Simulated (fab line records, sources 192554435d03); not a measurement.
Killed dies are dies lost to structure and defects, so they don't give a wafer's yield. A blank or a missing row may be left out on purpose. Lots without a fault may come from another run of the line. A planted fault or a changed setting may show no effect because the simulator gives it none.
Chamber matching | flow n5_finfet | N5_GATE_CUT_CMP_43 on cmp-01: 4 sister chambers
The step polishes SiO2. 4 wafers are shown with their chamber, then 7 later ones without.

WAFERS WITH THEIR CHAMBER
wafer  | chamber | motor_current_A (A)
L082.5 | 2       | 11.2
L083.5 | 3       | 14.7
L085.1 | 1       | 13.2
L085.2 | 0       | 10.9

WAFERS WITHOUT THEIR CHAMBER
wafer  | motor_current_A (A)
L085.6 | 13.0
L093.1 | 11.6
L093.2 | 10.5
L093.5 | 14.5
L097.2 | 11.2
L097.4 | 13.7
L097.5 | 11.8

WHICH CHAMBER EACH WENT THROUGH
wafer  | from the rows above     | in truth
L085.6 | 1                       | 1
L093.1 | can't be placed: 2 or 0 | 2
L093.2 | can't be placed: 0 or 2 | 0
L093.5 | 3                       | 3
L097.2 | can't be placed: 2 or 0 | 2
L097.4 | can't be placed: 1 or 3 | 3
L097.5 | can't be placed: 2 or 0 | 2
Placed correctly: 2 of 7. Can't be placed from these rows: 5 (the true chamber is among the candidates in 5). Placed wrongly: 0.
How it was worked out, from the rows above alone: a wafer's distance from a chamber is the root of the sum, over the readings, of the square of ((its reading less the chamber's mean) divided by the reading's scatter). The wafer belongs to the nearest chamber; if the next one is less than 2 further off, it can't be placed. A chamber's mean is the mean of its shown wafers. The scatter: with one shown wafer a chamber, the root of the mean of the squares of how far each hidden wafer lies from its nearest shown one.
